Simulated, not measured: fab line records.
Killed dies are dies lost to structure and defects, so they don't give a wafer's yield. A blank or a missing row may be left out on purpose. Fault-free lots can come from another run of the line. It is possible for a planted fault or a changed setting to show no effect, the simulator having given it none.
Matching of chambers -- flow n5_finfet -- rie_diel-05 running N5_BEOL_M6_ETCH_65: 4 sister chambers
The step etches SiARC in CF4, target depth 15.6 nm, time 26 s. 22 wafers are shown with their chamber, then 11 later ones without.

WAFERS PAIRED WITH THEIR CHAMBERS
wafer,chamber,drypump_motor_current_A (A),showerhead_plenum_p_Torr (Torr),oes_product_au (a.u.)
L075.1,2,6.0,2.03,0.58
L075.2,0,5.8,2.02,0.58
L075.3,3,6.1,2.20,0.59
L076.1,0,5.9,2.02,0.58
L076.2,1,5.0,2.13,0.60
L076.4,2,6.0,2.03,0.59
L077.2,0,5.9,2.02,0.58
L077.3,3,6.1,2.20,0.60
L077.5,2,5.9,2.03,0.58
L079.1,3,6.1,2.20,0.59
L079.4,1,5.0,2.13,0.60
L079.6,0,5.8,2.02,0.58
L083.2,3,6.1,2.19,0.59
L083.4,3,6.2,2.19,0.59
L083.6,1,5.0,2.12,0.60
L085.1,2,5.9,2.28,0.83
L085.5,3,6.1,2.19,0.58
L085.6,1,5.0,2.12,0.59
L087.1,1,5.0,2.12,0.59
L087.5,2,5.9,2.28,0.82
L087.6,3,6.1,2.19,0.57
L089.1,2,6.0,2.28,0.82

SIGNATURES, as means of the wafers listed above
reading,chamber 0,chamber 1,chamber 2,chamber 3,scatter within a chamber
drypump_motor_current_A,5.850,5.000,5.950,6.114,0.0432
showerhead_plenum_p_Torr,2.0200,2.1240,2.1550,2.1943,0.0723
oes_product_au,0.5800,0.5960,0.7033,0.5871,0.0696
Rule: a wafer lies at a distance from a chamber equal to the root of the sum of squares, over the readings, of (its reading less the chamber's mean, divided by the reading's scatter). The wafer belongs to the nearest chamber; if the next one is less than 2 further off, it can't be placed. The scatter is the square root of a quotient: the sum, over the shown wafers, of each reading's squared deviation from its chamber's mean, divided by wafers minus chambers.

WAFERS WHOSE CHAMBER IS MISSING
wafer,drypump_motor_current_A (A),showerhead_plenum_p_Torr (Torr),oes_product_au (a.u.)
L089.3,6.2,2.19,0.58
L089.4,5.9,2.27,0.86
L088.1,5.8,2.27,0.81
L088.4,5.9,2.27,0.80
L088.5,5.9,2.26,0.81
L092.2,5.9,2.26,0.80
L092.4,5.9,2.26,0.79
L092.6,5.0,2.11,0.57
L096.1,6.0,2.27,0.76
L096.4,5.9,2.26,0.78
L096.6,6.0,2.27,0.77

EACH ONE'S CHAMBER
wafer,from the rows above,in truth
L089.3,3,3
L089.4,2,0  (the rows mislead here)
L088.1,can't be placed: 2 or 0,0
L088.4,2,2
L088.5,2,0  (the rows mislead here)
L092.2,2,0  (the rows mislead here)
L092.4,2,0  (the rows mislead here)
L092.6,1,1
L096.1,can't be placed: 2 or 3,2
L096.4,2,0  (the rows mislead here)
L096.6,can't be placed: 2 or 3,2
Correctly placed: 3 of 11. From these rows, 3 cannot be placed; in 3 the true chamber is one of the candidates. 5 placed wrongly.
